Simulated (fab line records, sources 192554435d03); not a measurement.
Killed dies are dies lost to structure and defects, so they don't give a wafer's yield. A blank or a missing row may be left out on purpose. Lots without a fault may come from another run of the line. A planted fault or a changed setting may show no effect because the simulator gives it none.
fab line records | flow n5_finfet
record lots=9 wafers=25 last_day=17
route steps=1938 shown BEOL_M1@770 BEOL_M4@1111 PASSIVATION@1936
lots that met no fault: from a run of the same line without faults
start_h: hours from the record's first day to the start of the lot's first wafer shown | wait_h: hours since the lot's step before | " the same as in the row above | L1.1+2: a row that stands for several wafers | - no value, or no start given | * or withheld: withheld | < > ~ a bound
route shown NAME@n: a module of which the file shows steps, and the number in the route of the first | usual: mean/standard deviation of fault-free wafers | same: alike in all rows | chamber/n: place in a boat | sites: the reading at each site | _std_site: their standard deviation | _edge_site: outer sites' mean less inner sites' | radius_mm: how far each site lies from the wafer's centre | mask NAME#n: copy n | behind: the tool/chamber that last shaped the wafer | hold: why the lot was held/for how many hours/how that ended | device: the transistor (n, p or np) that didn't switch | end of line: the same wafers' tests at the end of the route | a step without rows: its recipe alone | killed: dies lost to structure and defects at the first sort, not the wafer's yield | map: a wafer's dies, x killed, . not, _ none there
set.NAME: the setting as run; set.NAME@STEP: as run at that earlier step | model.NAME: the simulator's own value behind a step, which no gauge read
steps of the route over a sample of lots; a table a step, a row a wafer
services: from which hour (start_h, from the record's first day; less than 0 if before it) a tool's chamber was out of use, for how many hours, and why
## steps
# step N5_BEOL_M1_ETCH_64
# recipe chemistry=N2/H2 target=SOC target_depth_a=750 overetch_a=150 mask_material=SiARC temp_c=40 time_s=112.5 ion_energy_ev=200 pressure_mtorr=30 source_w=840 bias_w=150 n2_flow_sccm=200 h2_flow_sccm=200
# usual drypump_motor_current_A=5.7/0.41 n2_flow_sccm=199.9/0.62 oes_product_au=0.60/0.058 rf_vpp_V=523.8/2.6 showerhead_plenum_p_Torr=2.54/0.097 throttle_valve_pct=17.82/0.22
# columns lot.wafer tool chamber start_h wait_h drypump_motor_current_A n2_flow_sccm oes_product_au rf_hours_counter_h rf_vpp_V showerhead_plenum_p_Torr throttle_valve_pct
L592.1 rie_diel-01 3 132.54 0.0 5.5 199.3 0.57 192 526.0 2.63 17.80
L592.2 " 0 " " 5.3 199.4 0.54 239 525.7 2.61 17.90
L592.4 " 2 " " 5.5 200.6 0.57 205 525.7 2.64 18.06
L594.1 rie_diel-01 2 150.13 0.0 5.5 200.3 0.56 210 526.7 2.64 18.05
L594.3 " 3 " " 5.5 198.6 0.56 197 525.9 2.63 17.82
L594.5 " 3 " " 5.5 199.5 0.57 - 525.8 2.63 17.83
L601.4 rie_diel-04 3 192.67 0.0 5.4 200.2 0.68 62 523.3 2.49 17.78
L601.5 " 0 " " 6.6 200.6 0.63 - 526.5 2.67 18.08
L606.3 rie_diel-05 0 220.90 0.0 6.1 200.0 0.54 221 521.6 2.40 17.97
L606.6 " 0 " " 6.0 199.8 0.55 - 519.1 2.40 17.97
L608.2 rie_diel-05 2 230.26 0.0 5.5 201.1 0.68 50 526.5 2.60 17.50
L608.4 " 0 " " 6.0 199.4 0.54 224 520.7 2.40 17.97
L608.5 " 1 " " 5.7 200.8 0.61 - 519.3 2.34 17.90
L610.3 rie_diel-01 0 245.27 0.0 5.3 200.2 0.74 19 526.5 2.60 17.50
L610.5 " 1 " " 5.6 200.1 0.55 - 521.3 2.53 18.13
L610.6 " 2 " " 5.5 199.9 0.55 - 525.3 2.63 18.15
L611.3 rie_diel-04 0 250.60 0.0 6.5 199.9 0.63 124 526.8 2.66 18.08
L611.5 " 1 " " 6.5 199.0 0.56 - 523.4 2.50 17.54
L611.6 " 2 " " 5.6 201.0 0.58 - 524.1 2.55 17.58
L612.1 rie_diel-05 2 257.73 0.0 5.6 199.9 0.66 59 525.1 2.60 17.52
L612.4 " 1 " " 5.7 199.2 0.61 126 518.6 2.34 17.92
L612.5 " 0 " " 6.1 200.0 0.54 - 520.8 2.40 17.98
L613.3 rie_diel-05 1 260.82 0.0 5.7 199.8 0.61 127 519.0 2.34 17.93
L613.4 " 3 " " 5.5 199.3 0.58 208 521.0 2.42 17.80
L613.5 " 0 " " 6.1 200.1 0.54 - 520.7 2.40 17.98
# step N5_BEOL_M1_ETCH_69
# recipe chemistry=CF4 target=SiARC target_depth_a=156 mask_material=CAR-EUV time_s=26 ion_energy_ev=80 pressure_mtorr=40 source_w=545 bias_w=36 Ar_flow_sccm=100 cf4_flow_sccm=100 ends=cleared
# usual drypump_motor_current_A=5.7/0.4 etch_rf_on_time_s=26.0/0.49 oes_product_au=0.65/0.067 rf_vpp_V=183.9/1.2 showerhead_plenum_p_Torr=2.14/0.079 throttle_valve_pct=15.62/0.22
# columns lot.wafer tool chamber start_h wait_h drypump_motor_current_A etch_rf_on_time_s oes_product_au rf_hours_counter_h rf_vpp_V showerhead_plenum_p_Torr throttle_valve_pct
L592.1 rie_diel-05 3 133.38 0.0 5.5 26.2 0.65 169 184.4 2.07 15.61
L592.2 " 0 " " 6.1 26.9 0.59 194 183.1 2.04 15.80
L592.4 " 1 " " 5.7 25.8 0.68 95 182.2 2.00 15.76
L594.1 rie_diel-04 3 150.97 0.0 5.4 26.2 0.75 49 182.8 2.09 15.33
L594.3 " 2 " " 5.6 25.1 0.67 130 184.9 2.15 15.29
L594.5 " 3 " " 5.4 26.0 0.76 - 182.9 2.09 15.34
L601.4 rie_diel-05 1 193.73 0.0 5.7 35.9 0.56 113 182.3 1.99 15.80
L601.5 " 1 " " 5.7 35.9 0.56 - 182.1 1.99 15.76
L606.3 rie_diel-04 3 221.75 0.0 5.4 26.4 0.72 71 182.9 2.08 15.38
L606.6 " 0 " " 6.6 25.8 0.68 - 185.0 2.26 15.87
L608.2 rie_diel-04 3 231.10 0.0 5.4 26.1 0.72 74 184.9 2.08 15.38
L608.4 " 0 " " 6.5 25.5 0.68 118 184.9 2.26 15.88
L608.5 " 1 " " 6.6 25.5 0.61 - 183.5 2.12 15.52
L610.3 rie_diel-04 2 246.29 0.0 5.6 25.2 0.64 159 184.9 2.14 15.35
L610.5 " 3 " " 5.4 26.0 0.72 - 183.5 2.08 15.39
L610.6 " 0 " " 6.6 25.8 0.68 - 184.9 2.26 15.88
L611.3 rie_diel-04 0 251.53 0.0 6.6 25.5 0.69 124 185.4 2.26 15.89
L611.5 " 0 " " 6.6 25.4 0.68 - 185.0 2.26 15.88
L611.6 " 3 " " 5.4 25.9 0.72 - 183.6 2.08 15.41
L612.1 rie_diel-05 0 258.58 0.0 6.1 26.7 0.57 232 182.7 2.03 15.90
L612.4 " 1 " " 5.7 25.6 0.66 126 182.3 1.99 15.81
L612.5 " 1 " " 5.8 25.4 0.66 - 182.4 1.99 15.82
L613.3 rie_diel-04 2 261.77 0.0 5.6 25.0 0.64 164 184.7 2.14 15.37
L613.4 " 1 " " 6.5 25.8 0.60 202 184.9 2.11 15.54
L613.5 " 0 " " 6.5 25.8 0.67 - 184.0 2.25 15.88
# step N5_BEOL_M1_ALD_98
# recipe material=SiO2 target_thk_a=25 temp_c=100 ald_precursor_family=BDEAS ald_co_reactant=O2-plasma pulse_time_s=1 co_reactant_pulse_time_s=1 purge_time_s=2 co_reactant_purge_time_s=2 ald_cycles=17 pressure_torr=2
# usual heater_power_w=82/5.6 precursor_pulse_height_rel=0.999/0.018
# same pulse_time_s=1
# columns lot.wafer tool chamber start_h wait_h heater_power_w precursor_pulse_height_rel
L592.1 ald_sin-03 1 134.81 1.4 77 0.985
L592.2 " 3 " " 77 0.989
L592.4 " 0 " " 89 1.009
L594.1 ald_sin-03 1 151.23 0.2 77 1.015
L594.3 " 3 " " 80 1.001
L594.5 " 2 " " 82 0.997
L601.4 ald_sin-04 3 194.21 0.5 89 0.994
L601.5 " 1 " " 78 0.998
L606.3 ald_sin-01 0 222.63 0.9 80 1.014
L606.6 " 1 " " 78 0.989
L608.2 ald_sin-04 0 231.18 0.1 72 1.022
L608.4 " 3 " " 87 1.041
L608.5 " 3 " " 87 0.980
L610.3 ald_sin-03 3 246.37 0.1 78 0.975
L610.5 " 2 " " 83 0.994
L610.6 " 1 " " 75 1.006
L611.3 ald_sin-03 1 251.62 0.1 75 0.999
L611.5 " 0 " " 89 0.988
L611.6 " 3 " " 76 0.989
L612.1 ald_sin-03 2 258.66 0.1 85 0.983
L612.4 " 0 " " 88 0.970
L612.5 " 2 " " 83 0.999
L613.3 ald_sin-01 0 261.85 0.1 80 0.991
L613.4 " 1 " " 77 1.011
L613.5 " 0 " " 81 0.986
# step N5_BEOL_M1_TRENCH_ETCH_37
# recipe chemistry=C4F6/O2 target_depth_a=552.07 target=SiOC time_s=29 ion_energy_ev=250 pressure_mtorr=30 source_w=355 bias_w=185 Ar_flow_sccm=300 C4F6_flow_sccm=10 O2_flow_sccm=10
# usual C4F6_flow_sccm=10.00/0.033 O2_flow_sccm=10.000/0.027 drypump_motor_current_A=5.7/0.38 oes_product_au=0.77/0.081 rf_vpp_V=664/16 showerhead_plenum_p_Torr=2.83/0.11 throttle_valve_pct=20.84/0.24
# columns lot.wafer tool chamber start_h wait_h C4F6_flow_sccm O2_flow_sccm drypump_motor_current_A oes_product_au rf_hours_counter_h rf_vpp_V showerhead_plenum_p_Torr throttle_valve_pct
L592.1 rie_diel-05 0 - - 9.98 9.977 6.1 0.69 194 691 2.71 20.99
L592.2 " 1 " " 10.00 10.038 5.7 0.80 95 636 2.66 21.08
L592.4 " 3 " " 9.93 10.016 5.5 0.75 169 658 2.75 20.81
L594.1 rie_diel-04 1 - - 9.97 9.982 6.5 0.72 170 659 2.83 20.65
L594.3 " 2 " " 10.05 10.021 5.6 0.77 130 668 2.85 20.40
L594.5 " 0 " " 10.07 10.037 6.5 0.83 - 668 3.01 21.13
L601.4 rie_diel-05 3 - - 10.02 9.999 5.5 0.73 188 656 2.74 20.84
L601.5 " 1 " " 9.99 9.991 5.7 0.78 - 637 2.65 21.10
L606.3 rie_diel-05 0 - - 9.99 10.023 6.1 0.69 222 690 2.70 21.03
L606.6 " 0 " " 9.99 10.000 6.0 0.68 - 690 2.70 21.03
L608.2 rie_diel-01 2 - - 9.98 10.017 5.5 0.68 237 667 2.94 21.03
L608.4 " 3 " " 10.03 10.026 5.5 0.70 224 695 2.93 20.93
L608.5 " 2 " " 10.00 9.984 5.5 0.69 - 667 2.94 21.04
L610.3 rie_diel-04 2 - - 9.95 9.994 5.6 0.74 160 666 2.84 20.44
L610.5 " 3 " " 10.03 9.997 5.4 0.84 - 651 2.77 20.66
L610.6 " 2 " " 9.96 9.996 5.6 0.74 - 666 2.84 20.45
L611.3 rie_diel-04 1 - - 9.99 10.022 6.5 0.70 199 657 2.81 20.70
L611.5 " 3 " " 9.96 10.033 5.4 0.85 - 651 2.77 20.67
L611.6 " 0 " " 9.98 9.972 6.6 0.80 - 669 2.99 21.16
L612.1 rie_diel-05 2 - - 9.96 10.016 5.6 0.86 59 657 2.89 20.50
L612.4 " 1 " " 10.02 9.994 5.7 0.77 126 635 2.65 21.14
L612.5 " 1 " " 10.03 10.000 5.7 0.77 - 635 2.65 21.14
L613.3 rie_diel-04 1 - - 10.01 9.978 6.5 0.69 202 655 2.81 20.70
L613.4 " 0 " " 9.97 9.950 6.5 0.78 127 669 2.99 21.18
L613.5 " 1 " " 10.00 9.982 6.6 0.70 - 657 2.81 20.71
# step N5_BEOL_M4_RC_MEAS_101
# usual DIBL_N=36.8/2.1 DIBL_P=37.1/2.2 IOFF_N=0.18/0.037 IOFF_P=0.23/0.041 ION_N=682/13 ION_P=467/8.6 SS_N=71.7/0.61 SS_P=73.5/0.6 VT_N=248/3.4 VT_P=-249/3.5
# columns lot.wafer tool chamber start_h wait_h DIBL_N[mV/V] DIBL_P[mV/V] IOFF_N[nA/um] IOFF_P[nA/um] ION_N[uA/um] ION_P[uA/um] SS_N[mV/dec] SS_P[mV/dec] VT_N[mV] VT_P[mV]
L592.1 prober-01 0 182.89 0.0 33.7 35.1 0.12 0.17 662 457 70.5 72.7 252 -252
L592.2 " 0 " " 32.8 33.8 0.10 0.15 649 440 70.6 72.9 257 -256
L592.4 " 0 " " 34.0 34.8 0.12 0.16 662 452 70.7 72.3 253 -257
L594.1 prober-02 0 188.83 0.0 32.2 32.8 0.13 0.18 668 461 70.8 72.8 250 -250
L594.3 " 0 " " 32.3 32.7 0.13 0.18 678 466 70.5 72.8 253 -249
L594.5 " 0 " " 34.1 34.5 0.16 0.21 683 470 71.5 73.6 248 -250
L601.4 prober-01 0 236.47 0.5 37.5 37.5 0.17 0.22 684 471 71.4 73.5 250 -250
L601.5 " 0 " " 34.7 34.7 0.13 0.18 670 464 71.0 73.2 252 -253
L606.3 prober-01 0 263.31 0.3 37.8 38.4 0.18 0.24 694 478 71.5 73.5 248 -247
L606.6 " 0 " " 35.6 36.6 0.15 0.21 692 477 70.8 73.2 249 -247
L608.2 prober-02 0 272.71 0.2 36.3 37.1 0.17 0.23 673 467 71.9 73.9 248 -248
L608.4 " 0 " " 35.7 35.9 0.15 0.21 678 473 71.7 73.5 250 -248
L608.5 " 0 " " 32.1 32.2 0.10 0.16 661 458 71.4 72.7 255 -254
L610.3 prober-02 0 294.77 0.3 38.5 39.1 0.22 0.26 699 473 71.3 75.0 245 -248
L610.5 " 0 " " 34.8 34.6 0.14 0.18 669 467 70.4 73.3 253 -249
L610.6 " 0 " " 36.3 36.2 0.18 0.21 696 472 70.7 73.9 247 -251
L612.1 prober-01 0 296.41 0.0 35.1 37.3 0.16 0.20 677 466 70.8 72.6 249 -250
L612.4 " 0 " " 35.8 37.5 0.16 0.20 684 464 71.4 73.9 250 -250
L612.5 " 0 " " 37.7 41.0 0.22 0.26 690 468 71.8 74.3 247 -248
L611.3 prober-01 0 302.78 0.3 37.0 39.5 0.20 0.29 694 475 72.4 74.0 245 -242
L611.5 " 0 " " 37.0 39.3 0.19 0.29 685 476 71.6 73.7 247 -242
L611.6 " 0 " " 39.1 41.5 0.24 0.33 696 480 73.0 74.6 244 -242
L613.3 prober-01 0 306.84 0.3 36.3 35.6 0.15 0.20 679 466 71.5 73.2 249 -251
L613.4 " 0 " " 38.0 38.2 0.18 0.25 682 469 72.5 74.5 248 -249
L613.5 " 0 " " 37.9 38.1 0.18 0.24 688 469 71.8 73.6 249 -247
# step N5_PASSIVATION_PROBE_49
# usual defect_limited_yield=91.0/1.4 killed_at_M0_to_M3=35/10 killed_at_M4_up=13/6 killed_at_contacts=13/6.4 killed_at_front_end=42/12 killed_at_other=3.2/2.4 killed_dies=107/17 killed_open=69/13 killed_short=33/7.3 sort_bin_5_function=5.3/0.92 sort_bin_6_memory=3.3/0.66 sort_bin_8_speed=0.00/0.035 sort_n_pass=1073/17 sort_yield_pct=90.9/1.4
# same gross_dies=1180 killed_at_back_side=0 sort_bin_4_leakage[%]=0
# columns lot.wafer tool chamber start_h wait_h defect_limited_yield[%] killed_at_M0_to_M3 killed_at_M4_up killed_at_contacts killed_at_front_end killed_at_other killed_dies killed_open killed_short sort_bin_5_function[%] sort_bin_6_memory[%] sort_bin_8_speed[%] sort_n_pass sort_yield_pct[%]
L601.4 prober-01 - 334.17 0.2 93.1 28 8 12 32 2 82 55 22 4.1 2.6 0 1098 93.1
L601.5 prober-01 - 334.22 0.2 91.5 36 16 6 41 1 100 62 29 5.2 3.1 0 1080 91.5
# killed by level:class
L601.4 MOL_CONTACT_COAG:geometric_particle:open=9 FIN_SAQP:geometric_particle:open=8 DUMMY_GATE:geometric_particle:open=7 BEOL_M0_SAQP:geometric_particle:short=7 BEOL_M1:geometric_particle:open=5 BEOL_M0_SAQP:geometric_particle:open=4 BEOL_M2:geometric_particle:open=4 BEOL_M4:geometric_particle:open=4
L601.5 FIN_SAQP:geometric_particle:open=17 BEOL_M1:geometric_particle:open=11 FIN_SAQP:geometric_particle:short=9 BEOL_M0_SAQP:geometric_particle:open=8 BEOL_M4:geometric_particle:open=7 GATE_CUT:geometric_particle:short=5 BEOL_M0_SAQP:geometric_particle:short=4 MOL_CONTACT_COAG:geometric_particle:short=3
## services
# columns tool chamber start_h hours kind
rie_diel-04 0 115.51 14.2 repair
ald_sin-01 - 120.25 14.6 pm
ald_sin-01 1 135.89 2.6 repair
rie_diel-04 1 160.42 8.4 repair
rie_diel-04 - 161.90 4.3 pm
rie_diel-01 0 169.35 - clean
rie_diel-01 0 169.35 - consumable_replace:focus_ring
rie_diel-01 0 169.35 15.3 scheduled_down
rie_diel-01 0 169.35 15.3 vent_cycle
rie_diel-04 2 186.18 3.8 repair
rie_diel-05 1 199.14 22.3 repair
rie_diel-04 - 219.11 0.4 repair
rie_diel-05 2 262.35 13.6 repair
## key
first_sign step=N5_BEOL_M1_ETCH_69 reading=etch_rf_on_time_s direction=up sigmas=20 usual=* struck=*
effect none on later readings
met_at N5_BEOL_M1_ETCH_69
struck_lots L601
struck_wafers L601.4,L601.5
not_acting_at N5_BEOL_M1_ETCH_64,N5_BEOL_M1_ALD_98,N5_BEOL_M1_TRENCH_ETCH_37
onset_between 133.38 193.73
fault kind=process_parameter_drift tool=rie_diel-05 chamber=- onset_h=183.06 steps=N5_BEOL_M1_ETCH_69 channel=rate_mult offset=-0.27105 shape=step end_h=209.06 scope=struck_wafers_only
